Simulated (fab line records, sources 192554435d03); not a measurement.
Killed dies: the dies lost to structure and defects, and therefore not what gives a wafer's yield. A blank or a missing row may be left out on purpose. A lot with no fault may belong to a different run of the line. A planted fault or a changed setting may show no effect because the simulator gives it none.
3 desks, one fault    flow n5_finfet    what lay behind the numbers comes last; until then each desk has only its own

THE METROLOGY DESK
What the gauges read, lot by lot, whatever tool the lot ran on: means of the sampled wafers that have a number. A lot is out of limits, marked OUT, if its mean lies more than 4 standard deviations from the usual mean; the brackets give that distance. It has 10 readings; the 7 that lie furthest out on some lot are the ones shown.
Columns: A = DIBL_N at N5_BEOL_M4_RC_MEAS_101, usual 37.3 mV/V; B = IOFF_N at N5_BEOL_M4_RC_MEAS_101, usual 0.18 nA/um; C = IOFF_P at N5_BEOL_M4_RC_MEAS_101, usual 0.25 nA/um; D = SS_N at N5_BEOL_M4_RC_MEAS_101, usual 71.8 mV/dec; E = SS_P at N5_BEOL_M4_RC_MEAS_101, usual 73.6 mV/dec; F = VT_N at N5_BEOL_M4_RC_MEAS_101, usual 248 mV; G = VT_P at N5_BEOL_M4_RC_MEAS_101, usual -248 mV
lot   first seen here  A     B     C     D     E     F    G
L815  day 7 19:43      39.6  0.22  0.30  71.8  73.6  245  -244
L818  day 8 21:13      34.8  0.13  0.19  71.5  72.1  253  -251
L820  day 9 03:22      39.0  0.21  0.26  72.1  74.0  246  -249
L822  day 9 07:28      36.4  0.18  0.25  71.6  73.3  245  -247
L824  day 10 02:01     39.7  0.22  0.29  72.1  74.2  246  -247
L825  day 10 19:53     35.2  0.16  0.22  71.9  72.9  250  -250
L826  day 10 20:28     38.2  0.21  0.24  72.1  73.8  245  -250
L831  day 12 05:07     33.7  0.14  0.20  71.0  73.1  250  -251
L836  day 13 07:53     38.7  0.20  0.26  72.6  73.9  247  -250
L838  day 13 13:46     36.7  0.17  0.26  71.3  73.1  248  -245
Finding of this desk: none of the 10 lots has anything out of limits.

FOR THE TOOL OWNER'S DESK: pecvd-02
The tool's own readings at N5_BEOL_M1_ILD_DEP_00 (deposits SiOC from DEMS/O2, target thk 79 nm, time 15.3 s): means of the sampled wafers that have a number, for each lot that ran on this tool. A lot is out of limits, marked OUT, if its mean lies more than 4 standard deviations from the usual mean; the brackets give that distance.
Columns: A = heater_power_w at N5_BEOL_M1_ILD_DEP_00, usual 453 W; B = showerhead_plenum_p_Torr at N5_BEOL_M1_ILD_DEP_00, usual 5.699 Torr; C = throttle_valve_pct at N5_BEOL_M1_ILD_DEP_00, usual 12.1 %
lot   first seen here  A    B      C
L818  day 7 02:13      466  5.688  11.2
L820  day 7 07:54      441  5.698  11.8
L822  day 7 14:28      421  5.710  11.9
L825  day 8 18:42      448  5.696  11.9
L826  day 8 18:50      379  5.715  12.9
L838  day 11 22:01     437  5.696  11.9
Finding of this desk: none of the 6 lots has anything out of limits.

THE DEFECT DESK
Per lot, the means of the sampled wafers with a number show what the inspections along the route counted. A lot is out of limits, marked OUT, if its mean lies more than 4 standard deviations from the usual mean; the brackets give that distance.
Columns: A = raw_defect_count at N5_BEOL_M1_INSPECT_13, usual 427
lot   first seen here  A
L815  day 6 02:58      459
L818  day 7 04:50      372
L820  day 7 09:40      450
L822  day 7 16:15      1135 (+7.3) OUT
L824  day 8 10:43      566
L825  day 8 20:56      1276 (+8.7) OUT
L826  day 8 21:05      1326 (+9.3) OUT
L831  day 10 01:11     341
L836  day 11 06:17     463
L838  day 11 22:47     431
This desk's finding: out of limits on L822, L825, L826; first on L822, day 7 16:15 (raw_defect_count at N5_BEOL_M1_INSPECT_13). Within limits: L815, L818, L820, L824, L831, L836, L838.

PUT TOGETHER
The defect desk could have raised an alarm at day 7 16:15, on L822, L825, L826.
Metrology desk: nothing out of limits seen.
The tool owner's desk saw nothing out of limits.
The metrology desk has L822, L825, L826 on record, within its limits.
Tool owner's desk: L822, L825, L826 on record, inside its limits.
On pecvd-02, each named lot ran N5_BEOL_M1_ILD_DEP_00.

WHAT THE SIMULATOR HAD PUT IN
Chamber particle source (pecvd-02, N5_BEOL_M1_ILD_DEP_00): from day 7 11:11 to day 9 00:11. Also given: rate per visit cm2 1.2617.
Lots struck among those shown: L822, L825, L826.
Hours from the fault's start to each desk's first reading out of limits: the defect desk, 5.
